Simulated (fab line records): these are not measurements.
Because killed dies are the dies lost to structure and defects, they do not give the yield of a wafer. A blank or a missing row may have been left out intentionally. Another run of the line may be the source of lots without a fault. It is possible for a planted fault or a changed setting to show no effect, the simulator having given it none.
Which of the tools did it? -- flow nandHarc -- 42 wafers from 14 lots sampled at 3 of the route's 1302 steps

== WHAT EACH GAUGE READ, for each wafer ==
NHARC_A_START_INSPECT_01. Usual: rawDefectCount at 3.5, with a standard deviation of 1.8.
lot,measured,on,rawDefectCount,flag
L478,day 6 22:22,defectInspect-01,3 5 4,
L479,day 7 00:10,defectInspect-02,3 4 3,
L480,day 7 14:01,defectInspect-02,2 0 3,
L481,day 8 00:22,defectInspect-02,5 4 4,
L482,day 8 06:46,defectInspect-02,4 4 4,
L483,day 8 22:10,defectInspect-01,2 5 2,
L484,day 9 17:02,defectInspect-01,2 6 5,
L488,day 10 18:08,defectInspect-01,4 2 3,
L490,day 11 19:22,defectInspect-01,3 5 3,
L499,day 15 05:43,defectInspect-01,2 1 3,
L500,day 15 15:40,defectInspect-02,4 4 3,
L501,day 16 04:29,defectInspect-02,3 3 1,

== EACH LOT AND THE TOOL THAT RAN IT (in order: tool; ch and the chambers of the sampled wafers; start) ==
lot,NHARC_P_BONDPAD_PRE_CLEAN_26,NHARC_P_BONDPAD_PVD_27
L478,"pvdSputter-03, day 6 20:31 or earlier","pvdSputter-03, day 6 20:31"
L479,"pvdSputter-01, day 6 22:20 or earlier","pvdSputter-01, day 6 22:20"
L480,"pvdSputter-02, day 7 12:08 or earlier","pvdSputter-02, day 7 12:08"
L481,"pvdSputter-03, day 7 22:10 or earlier","pvdSputter-03, day 7 22:10"
L482,"pvdSputter-03, day 8 04:53 or earlier","pvdSputter-03, day 8 04:53"
L483,"pvdSputter-01, day 8 20:20 or earlier","pvdSputter-01, day 8 20:20"
L484,"pvdSputter-02, day 9 15:01 or earlier","pvdSputter-02, day 9 15:01"
L488,"pvdSputter-03, day 10 16:08 or earlier","pvdSputter-03, day 10 16:08"
L490,"pvdSputter-03, day 11 17:32 or earlier","pvdSputter-03, day 11 17:32"
L497,"pvdSputter-01, day 14 11:28 or earlier","pvdSputter-01, day 14 11:28"
L498,"pvdSputter-01, day 14 23:54 or earlier","pvdSputter-01, day 14 23:54"
L499,"pvdSputter-01, day 15 03:50 or earlier","pvdSputter-01, day 15 03:50"
L500,"pvdSputter-01, day 15 13:48 or earlier","pvdSputter-01, day 15 13:48"
L501,"pvdSputter-01, day 16 02:39 or earlier","pvdSputter-01, day 16 02:39"
- NHARC_P_BONDPAD_PRE_CLEAN_26: time 30 s.
- NHARC_P_BONDPAD_PVD_27: deposits Cu, target thk 30 nm, time 20.49 s.

== WHAT THE TOOLS THEMSELVES READ (means of the sampled wafers that have a number; where no wafer has one, the mark that the record gives instead) ==
NHARC_P_BONDPAD_PRE_CLEAN_26. Usual: heaterPowerW at 392 W, with a standard deviation of 43.
lot,tool,heaterPowerW (W),flag
L478,pvdSputter-03,412,
L479,pvdSputter-01,386,
L480,pvdSputter-02,380,
L481,pvdSputter-03,391,
L482,pvdSputter-03,423,
L483,pvdSputter-01,348,
L484,pvdSputter-02,396,
L488,pvdSputter-03,405,
L490,pvdSputter-03,419,
L497,pvdSputter-01,401,
L498,pvdSputter-01,425,
L499,pvdSputter-01,389,
L500,pvdSputter-01,335,
L501,pvdSputter-01,345,

NHARC_P_BONDPAD_PVD_27. Usual: cathodeDcPowerW 5000.0 W, standard deviation 0.87; chamberPressurePa 5.003 Pa, standard deviation 0.0094; throttleValvePct 29.6 %, standard deviation 1.1.
lot,tool,cathodeDcPowerW (W),chamberPressurePa (Pa),throttleValvePct (%),flag
L478,pvdSputter-03,4999.8,4.999,30.7,
L479,pvdSputter-01,5000.5,5.003,29.0,
L480,pvdSputter-02,4999.9,5.009,29.6,
L481,pvdSputter-03,4999.4,5.001,30.2,
L482,pvdSputter-03,4999.4,5.010,29.9,
L483,pvdSputter-01,5000.2,5.008,28.7,
L484,pvdSputter-02,5000.3,4.997,29.4,
L488,pvdSputter-03,5000.0,5.000,29.8,
L490,pvdSputter-03,5001.1,5.006,29.6,
L497,pvdSputter-01,-,-,-,OFF
L498,pvdSputter-01,-,-,-,OFF
L499,pvdSputter-01,4999.9,5.002,29.6,
L500,pvdSputter-01,5000.7,5.005,28.8,
L501,pvdSputter-01,5000.1,5.005,29.6,

== THE ANSWER, worked out from the rows above alone ==
Rule: take the mean of a lot's wafers that have a number; if it is more than 3 standard deviations from the usual mean, the lot is off. A lot without any number at a reading at which 4 lots or more have one is off too. The other lots that the step has rows for count as sound. After the gauges, taken in route order, come the tools' own readings; for these a lot's mean is taken, as printed above. At the first step where some lot is off, the reading lying furthest off is the one used; lots without a number count as furthest.
Off: L497, L498, at NHARC_P_BONDPAD_PVD_27 (cathodeDcPowerW). Without a number there: L497, L498.
A tool fits if, at that step or a process step before it, it ran every lot that is off, and no sound lot after the first of them. With no start given for some of its lots, NHARC_P_BONDPAD_PRE_CLEAN_26 uses the hours and lot order of NHARC_P_BONDPAD_PVD_27. None of those tried fits.

== WHAT THE SIMULATOR HAD PUT IN ==
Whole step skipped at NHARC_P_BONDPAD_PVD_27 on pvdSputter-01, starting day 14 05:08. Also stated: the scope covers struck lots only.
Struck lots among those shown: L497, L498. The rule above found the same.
